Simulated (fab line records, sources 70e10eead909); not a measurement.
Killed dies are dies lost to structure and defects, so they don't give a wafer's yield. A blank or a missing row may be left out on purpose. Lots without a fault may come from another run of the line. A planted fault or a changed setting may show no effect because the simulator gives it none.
Which tool did it? | flow nand_harc | 24 lots, 72 wafers sampled, at 6 steps of a route of 1159

WHAT THE GAUGES READ, wafer by wafer
NHARC_P_M1_INSPECT_27.
lot  | measured     | on                | raw_defect_count
L074 | day 6 12:31  | defect_inspect-01 | 306 185 216
L075 | day 6 13:04  | defect_inspect-01 | 339 228 153
L077 | day 6 15:54  | defect_inspect-01 | 482 332 408
L076 | day 6 17:59  | defect_inspect-02 | 364 283 283
L078 | day 7 03:34  | defect_inspect-02 | 289 319 312
L079 | day 7 07:23  | defect_inspect-02 | 371 161 290
L080 | day 7 20:03  | defect_inspect-01 | 339 426 281
L081 | day 8 01:35  | defect_inspect-02 | 429 409 605
L082 | day 8 01:37  | defect_inspect-01 | 115 184 260
L083 | day 8 08:55  | defect_inspect-02 | 235 390 304
L084 | day 8 09:43  | defect_inspect-01 | 394 371 370
L086 | day 9 05:33  | defect_inspect-02 | 327 234 535
L088 | day 9 05:52  | defect_inspect-01 | 360 267 346
L085 | day 9 07:04  | defect_inspect-02 | 353 300 334
L087 | day 9 14:14  | defect_inspect-02 | 280 258 486
L089 | day 10 03:16 | defect_inspect-01 | 320 242 273
L090 | day 10 06:24 | defect_inspect-02 | 347 252 207
L091 | day 10 10:38 | defect_inspect-01 | 230 166 305
L092 | day 10 13:16 | defect_inspect-01 | 624 236 196
L093 | day 10 16:27 | defect_inspect-02 | 382 424 521
L094 | day 11 01:37 | defect_inspect-01 | 342 146 206
L095 | day 11 03:28 | defect_inspect-02 | 344 451 254
L096 | day 11 11:25 | defect_inspect-01 | 350 358 291
L097 | day 11 20:44 | defect_inspect-02 | 382 285 244

NHARC_P_M2_THK_MEAS_24: measures by xrf.
lot  | measured     | on            | thk_nm (nm)
L074 | day 6 16:30  | film_metro-02 | 145.4 144.0 142.1
L075 | day 6 17:13  | film_metro-01 | 144.1 143.8 144.8
L077 | day 6 20:01  | film_metro-01 | 146.8 144.2 142.9
L076 | day 6 21:54  | film_metro-02 | 145.9 144.2 144.1
L078 | day 7 07:35  | film_metro-01 | 143.7 144.7 145.5
L079 | day 7 11:21  | film_metro-01 | 144.7 147.2 146.0
L080 | day 7 23:56  | film_metro-02 | 144.1 146.2 143.9
L081 | day 8 05:53  | film_metro-01 | 145.4 144.6 144.9
L082 | day 8 05:56  | film_metro-02 | 145.5 144.6 144.2
L083 | day 8 12:56  | film_metro-01 | 144.1 142.4 144.1
L084 | day 8 14:20  | film_metro-01 | 144.2 144.1 145.3
L086 | day 9 10:04  | film_metro-01 | 145.8 145.4 145.2
L088 | day 9 10:47  | film_metro-02 | 142.2 145.1 142.8
L085 | day 9 11:34  | film_metro-01 | 144.1 142.0 144.4
L087 | day 9 18:12  | film_metro-02 | 144.2 143.0 145.7
L089 | day 10 07:24 | film_metro-02 | 142.2 142.4 140.9
L090 | day 10 10:20 | film_metro-02 | 143.9 142.8 141.9
L091 | day 10 14:30 | film_metro-02 | 142.6 142.3 142.1
L092 | day 10 17:17 | film_metro-02 | 145.1 146.0 144.3
L093 | day 10 20:34 | film_metro-02 | 142.3 144.4 142.8
L094 | day 11 05:56 | film_metro-01 | 144.7 144.8 144.1
L095 | day 11 07:31 | film_metro-01 | 143.9 142.4 146.1
L096 | day 11 15:25 | film_metro-01 | 145.9 144.8 144.4
L097 | day 12 00:44 | film_metro-01 | 142.0 142.4 141.1

WHICH TOOL RAN EACH LOT (tool, then ch and the chambers of the sampled wafers, then the start)
lot  | NHARC_P_M1_DEGAS_29          | NHARC_P_M2_ETCH_35                 | NHARC_P_M2_ETCH_28                            | NHARC_P_M2_CMP_23
L074 | pvd_sputter-01, day 6 10:58  | rie_diel-01 ch 2,3, day 6 14:10    | rie_diel-06 ch 0,3, day 6 16:16 or earlier    | cmp-02 ch 0,2,3, day 6 16:16
L075 | pvd_sputter-02, day 6 11:18  | rie_diel-01 ch 0,1, day 6 14:52    | rie_diel-06 ch 0,2,3, day 6 16:54 or earlier  | cmp-04 ch 2,3, day 6 16:54
L077 | pvd_sputter-03, day 6 14:20  | rie_diel-06 ch 0,2,3, day 6 17:26  | rie_diel-13 ch 1,2,3, day 6 19:43 or earlier  | cmp-02 ch 0,2,3, day 6 19:43
L076 | pvd_sputter-02, day 6 16:25  | rie_diel-06 ch 0,1,2, day 6 19:32  | rie_diel-06 ch 0,1,3, day 6 21:35 or earlier  | cmp-01 ch 0,2,3, day 6 21:35
L078 | pvd_sputter-03, day 7 01:49  | rie_diel-01 ch 1,2,3, day 7 05:14  | rie_diel-01 ch 0,1,2, day 7 07:16 or earlier  | cmp-01 ch 0,3, day 7 07:16
L079 | pvd_sputter-01, day 7 05:50  | rie_diel-01 ch 0,1,3, day 7 08:56  | rie_diel-13 ch 0,1,2, day 7 11:04 or earlier  | cmp-04 ch 0,1,3, day 7 11:04
L080 | pvd_sputter-03, day 7 18:13  | rie_diel-01 ch 0,1,2, day 7 21:35  | rie_diel-01 ch 1,2,3, day 7 23:37 or earlier  | cmp-02 ch 0,2,3, day 7 23:37
L081 | pvd_sputter-02, day 7 23:48  | rie_diel-01 ch 1,2, day 8 03:25    | rie_diel-06 ch 1,2, day 8 05:34 or earlier    | cmp-02 ch 0,2, day 8 05:34
L082 | pvd_sputter-01, day 8 00:03  | rie_diel-01 ch 0,1,2, day 8 03:27  | rie_diel-01 ch 0,1,2, day 8 05:38 or earlier  | cmp-01 ch 0,2,3, day 8 05:38
L083 | pvd_sputter-01, day 8 07:22  | rie_diel-01 ch 0,1, day 8 10:34    | rie_diel-01 ch 0,1,3, day 8 12:37 or earlier  | cmp-04 ch 2,3, day 8 12:37
L084 | pvd_sputter-02, day 8 08:09  | rie_diel-06 ch 1,3, day 8 11:45    | rie_diel-06 ch 0,1, day 8 14:04 or earlier    | cmp-02 ch 1,2,3, day 8 14:04
L086 | pvd_sputter-01, day 9 03:59  | rie_diel-01 ch 1,2, day 9 07:43    | rie_diel-01 ch 0,1, day 9 09:45 or earlier    | cmp-02 ch 0,1,2, day 9 09:45
L088 | pvd_sputter-03, day 9 04:20  | rie_diel-06 ch 1,2,3, day 9 08:04  | rie_diel-01 ch 1,2,3, day 9 10:34 or earlier  | cmp-01 ch 0,1,3, day 9 10:34
L085 | pvd_sputter-03, day 9 05:30  | rie_diel-01 ch 0,1,3, day 9 09:14  | rie_diel-01 ch 1,2,3, day 9 11:15 or earlier  | cmp-02 ch 2,3, day 9 11:15
L087 | pvd_sputter-01, day 9 12:41  | rie_diel-01 ch 1,2, day 9 15:45    | rie_diel-01 ch 0,3, day 9 17:52 or earlier    | cmp-04 ch 1,2, day 9 17:52
L089 | pvd_sputter-03, day 10 01:29 | rie_diel-01 ch 2,3, day 10 04:58   | rie_diel-01 ch 0,2,3, day 10 07:05 or earlier | cmp-04 ch 0,3, day 10 07:05
L090 | pvd_sputter-01, day 10 04:48 | rie_diel-01 ch 2,3, day 10 07:59   | rie_diel-13 ch 2,3, day 10 10:01 or earlier   | cmp-04 ch 1,2,3, day 10 10:01
L091 | pvd_sputter-01, day 10 09:04 | rie_diel-06 ch 0,3, day 10 12:08   | rie_diel-06 ch 1,2,3, day 10 14:11 or earlier | cmp-04 ch 0,3, day 10 14:11
L092 | pvd_sputter-01, day 10 11:40 | rie_diel-01 ch 0,1,3, day 10 14:56 | rie_diel-06 ch 0,3, day 10 16:58 or earlier   | cmp-01 ch 1,2, day 10 16:58
L093 | pvd_sputter-02, day 10 14:52 | rie_diel-06 ch 0,1,3, day 10 18:09 | rie_diel-01 ch 0,1,3, day 10 20:15 or earlier | cmp-04 ch 0,1,2, day 10 20:15
L094 | pvd_sputter-02, day 11 00:03 | rie_diel-01 ch 0,1,3, day 11 03:16 | rie_diel-01 ch 0,2,3, day 11 05:37 or earlier | cmp-01 ch 1,2, day 11 05:37
L095 | pvd_sputter-03, day 11 01:55 | rie_diel-01 ch 1,3, day 11 05:10   | rie_diel-01 ch 2,3, day 11 07:11 or earlier   | cmp-01 ch 2,3, day 11 07:11
L096 | pvd_sputter-02, day 11 09:51 | rie_diel-01 ch 0,2,3, day 11 13:04 | rie_diel-01 ch 0,2,3, day 11 15:07 or earlier | cmp-01 ch 0,2,3, day 11 15:07
L097 | pvd_sputter-01, day 11 19:06 | rie_diel-01 ch 1,2, day 11 22:24   | rie_diel-01 ch 0,2,3, day 12 00:29 or earlier | cmp-04 ch 0,2,3, day 12 00:29
- NHARC_P_M1_DEGAS_29: time 60 s.
- NHARC_P_M2_ETCH_35: etches the open film in N2/H2, target depth 40 nm, overetch 12 nm, time 43.94 s.
- NHARC_P_M2_ETCH_28: etches the open film in CF4/N2, target depth 30 nm, time 72.99 s.
- NHARC_P_M2_CMP_23: polishes, t overpolish 20 s, target thk 144.3 nm.

WHAT THE TOOLS THEMSELVES READ (means of the sampled wafers that have a number; where no wafer has one, the mark that the record gives instead)
NHARC_P_M1_DEGAS_29.
lot  | tool           | heater_power_w (W)
L074 | pvd_sputter-01 | 332
L075 | pvd_sputter-02 | 384
L077 | pvd_sputter-03 | 371
L076 | pvd_sputter-02 | 390
L078 | pvd_sputter-03 | 367
L079 | pvd_sputter-01 | 351
L080 | pvd_sputter-03 | 356
L081 | pvd_sputter-02 | 331
L082 | pvd_sputter-01 | 343
L083 | pvd_sputter-01 | 334
L084 | pvd_sputter-02 | 440
L086 | pvd_sputter-01 | 348
L088 | pvd_sputter-03 | 359
L085 | pvd_sputter-03 | 363
L087 | pvd_sputter-01 | 337
L089 | pvd_sputter-03 | 365
L090 | pvd_sputter-01 | 332
L091 | pvd_sputter-01 | 338
L092 | pvd_sputter-01 | 330
L093 | pvd_sputter-02 | 369
L094 | pvd_sputter-02 | 298
L095 | pvd_sputter-03 | 356
L096 | pvd_sputter-02 | 365
L097 | pvd_sputter-01 | 329

NHARC_P_M2_ETCH_35.
lot  | tool        | drypump_motor_current_A (A) | oes_product_au (a.u.) | rf_vpp_V (V) | showerhead_plenum_p_Torr (Torr) | throttle_valve_pct (%)
L074 | rie_diel-01 | 5.3                         | 0.992                 | 428.8        | 1.98                            | 14.170
L075 | rie_diel-01 | 5.9                         | 1.000                 | 430.3        | 2.02                            | 14.173
L077 | rie_diel-06 | 5.7                         | 1.015                 | 430.3        | 2.03                            | 14.177
L076 | rie_diel-06 | 5.5                         | 1.005                 | 432.4        | 2.07                            | 14.183
L078 | rie_diel-01 | 5.6                         | 0.990                 | 428.9        | 1.99                            | 14.162
L079 | rie_diel-01 | 5.6                         | 1.001                 | 430.3        | 2.02                            | 14.158
L080 | rie_diel-01 | 5.6                         | 1.000                 | 429.7        | 2.01                            | 14.172
L081 | rie_diel-01 | 6.0                         | 0.990                 | 428.7        | 1.99                            | 14.175
L082 | rie_diel-01 | 5.6                         | 1.001                 | 429.7        | 2.01                            | 14.173
L083 | rie_diel-01 | 5.5                         | 1.011                 | 430.3        | 2.05                            | 14.167
L084 | rie_diel-06 | 6.1                         | 0.989                 | 430.7        | 2.05                            | 14.174
L086 | rie_diel-01 | 5.9                         | 0.993                 | 428.6        | 1.99                            | 14.165
L088 | rie_diel-06 | 6.0                         | 0.997                 | 431.4        | 2.08                            | 14.172
L085 | rie_diel-01 | 5.6                         | 1.003                 | 429.8        | 2.02                            | 14.171
L087 | rie_diel-01 | 5.9                         | 0.995                 | 428.2        | 1.99                            | 14.168
L089 | rie_diel-01 | 5.3                         | 0.985                 | 428.3        | 1.98                            | 14.164
L090 | rie_diel-01 | 5.3                         | 0.989                 | 428.4        | 1.99                            | 14.173
L091 | rie_diel-06 | 5.9                         | 1.014                 | 429.2        | 1.96                            | 14.172
L092 | rie_diel-01 | 5.6                         | 0.999                 | 430.5        | 2.02                            | 14.168
L093 | rie_diel-06 | 5.7                         | 1.005                 | 429.8        | 2.00                            | 14.179
L094 | rie_diel-01 | 5.6                         | 1.000                 | 430.7        | 2.02                            | 14.177
L095 | rie_diel-01 | 6.0                         | 0.998                 | 428.7        | 2.00                            | 14.172
L096 | rie_diel-01 | 5.2                         | 1.003                 | 429.4        | 2.01                            | 14.165
L097 | rie_diel-01 | 5.6                         | 0.986                 | 429.0        | 1.98                            | 14.170

NHARC_P_M2_ETCH_28.
lot  | tool        | drypump_motor_current_A (A) | oes_product_au (a.u.) | rf_vpp_V (V) | showerhead_plenum_p_Torr (Torr) | throttle_valve_pct (%)
L074 | rie_diel-06 | 5.4                         | 1.015                 | 312.2        | 2.53                            | 19.787
L075 | rie_diel-06 | 5.7                         | 1.014                 | 314.7        | 2.62                            | 19.789
L077 | rie_diel-13 | 5.8                         | 1.001                 | 315.3        | 2.72                            | 19.793
L076 | rie_diel-06 | 5.7                         | 0.997                 | 313.8        | 2.59                            | 19.791
L078 | rie_diel-01 | 5.6                         | 0.996                 | 313.5        | 2.60                            | 19.793
L079 | rie_diel-13 | 6.2                         | 0.997                 | 314.3        | 2.62                            | 19.793
L080 | rie_diel-01 | 5.6                         | 0.997                 | 312.7        | 2.57                            | 19.789
L081 | rie_diel-06 | 6.0                         | 0.993                 | 315.6        | 2.72                            | 19.798
L082 | rie_diel-01 | 5.6                         | 0.991                 | 313.4        | 2.60                            | 19.797
L083 | rie_diel-01 | 5.6                         | 1.008                 | 313.7        | 2.61                            | 19.798
L084 | rie_diel-06 | 5.7                         | 0.992                 | 313.4        | 2.63                            | 19.802
L086 | rie_diel-01 | 5.9                         | 1.006                 | 314.0        | 2.61                            | 19.786
L088 | rie_diel-01 | 5.6                         | 0.987                 | 313.4        | 2.57                            | 19.799
L085 | rie_diel-01 | 5.6                         | 0.989                 | 313.3        | 2.57                            | 19.794
L087 | rie_diel-01 | 5.2                         | 0.999                 | 314.4        | 2.61                            | 19.795
L089 | rie_diel-01 | 5.2                         | 0.999                 | 314.4        | 2.59                            | 19.794
L090 | rie_diel-13 | 5.3                         | 0.998                 | 316.2        | 2.74                            | 19.785
L091 | rie_diel-06 | 6.1                         | 1.011                 | 313.9        | 2.67                            | 19.799
L092 | rie_diel-06 | 5.4                         | 1.010                 | 311.9        | 2.53                            | 19.787
L093 | rie_diel-01 | 5.6                         | 0.999                 | 314.2        | 2.61                            | 19.787
L094 | rie_diel-01 | 5.2                         | 0.989                 | 313.4        | 2.59                            | 19.794
L095 | rie_diel-01 | 5.3                         | 0.997                 | 313.2        | 2.55                            | 19.793
L096 | rie_diel-01 | 5.2                         | 0.996                 | 314.2        | 2.59                            | 19.795
L097 | rie_diel-01 | 5.2                         | 0.999                 | 314.2        | 2.59                            | 19.795

NHARC_P_M2_CMP_23.
lot  | tool   | motor_current_A (A) | time_to_endpoint_s (s)
L074 | cmp-02 | 11.6                | 31.0
L075 | cmp-04 | 11.8                | 28.0
L077 | cmp-02 | 11.5                | 27.4
L076 | cmp-01 | 12.5                | 29.2
L078 | cmp-01 | 11.6                | 31.1
L079 | cmp-04 | 12.5                | 30.0
L080 | cmp-02 | 11.0                | 28.5
L081 | cmp-02 | 10.1                | 29.7
L082 | cmp-01 | 12.2                | 29.4
L083 | cmp-04 | 11.3                | 27.5
L084 | cmp-02 | 12.4                | 30.1
L086 | cmp-02 | 11.5                | 29.6
L088 | cmp-01 | 11.7                | 28.0
L085 | cmp-02 | 12.3                | 27.6
L087 | cmp-04 | 12.2                | 28.6
L089 | cmp-04 | 12.5                | 26.6
L090 | cmp-04 | 12.0                | 25.2
L091 | cmp-04 | 12.6                | 25.6
L092 | cmp-01 | 12.0                | 29.4
L093 | cmp-04 | 11.8                | 26.3
L094 | cmp-01 | 12.3                | 28.6
L095 | cmp-01 | 11.4                | 29.6
L096 | cmp-01 | 12.6                | 31.7
L097 | cmp-04 | 11.7                | 24.7

THE ANSWER, worked out from the rows above alone
Rule: what is usual is taken from the lots themselves. Put in order of their means at a reading, lots are off if they are a third of the lots or fewer, leave a main group of 4 or more, and stand apart from it by a gap of 3 or more times the standard deviation of the main group's means; of several such gaps the widest counts. A main group whose means are all the same, to the digits that the tables above print for the reading, isn't used. A lot without any number at a reading at which 4 lots or more have one is off too. The other lots that the step has rows for count as sound. The gauges are gone through in route order, then the tools' own readings, and for those a lot's mean is taken as printed above. The first step at which some lot is off is used, and at that step the reading that is off furthest; a lot without a number counts as furthest.
No lot is off at any reading shown: from this, nothing can be told.

WHAT THE SIMULATOR HAD PUT IN
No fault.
